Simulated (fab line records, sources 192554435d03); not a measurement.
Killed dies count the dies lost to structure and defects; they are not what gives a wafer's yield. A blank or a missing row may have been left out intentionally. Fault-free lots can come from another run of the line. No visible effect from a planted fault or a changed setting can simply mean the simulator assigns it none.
Matching of chambers ; flow n5-finfet ; N5_BEOL_M4_ETCHBACK_99 on rie-diel-01: 3 sister chambers
The step etches SiO2 in CHF3, target depth 5 nm, time 10.4 s. 6 wafers are shown with their chamber, then 7 later ones without.

WAFERS PAIRED WITH THEIR CHAMBERS
wafer;chamber;drypump-motor-current-A (A);showerhead-plenum-p-Torr (Torr)
L082.1;0;5.2;2.25
L082.4;2;5.6;2.08
L085.2;3;6.2;2.08
L085.4;2;5.6;2.08
L085.6;0;5.2;2.24
L091.3;3;6.1;2.08

WAFERS WHOSE CHAMBER IS MISSING
wafer;drypump-motor-current-A (A);showerhead-plenum-p-Torr (Torr)
L091.6;5.2;2.24
L093.2;5.2;2.24
L093.6;5.6;2.07
L094.4;6.1;2.07
L094.5;5.6;2.07
L096.3;5.6;2.07
L096.5;5.6;2.07

WHICH CHAMBER EACH ONE RAN IN
wafer;from the rows above;in truth
L091.6;0;0
L093.2;0;0
L093.6;2;2
L094.4;3;3
L094.5;2;2
L096.3;2;2
L096.5;2;2
Placed correctly: 7 of 7. Can't be placed from these rows: 0. 0 placed wrongly.
How it was worked out, from the rows above alone: a wafer's distance from a chamber is the root of the sum, over the readings, of the square of ((its reading less the chamber's mean) divided by the reading's scatter). The wafer belongs to the nearest chamber; if the next one is less than 2 further off, it can't be placed. For every chamber, the mean is computed from those of its wafers that are shown. The scatter: the root of (the sum of the squares of (reading less its chamber's mean) over the shown wafers, divided by (wafers less chambers)).
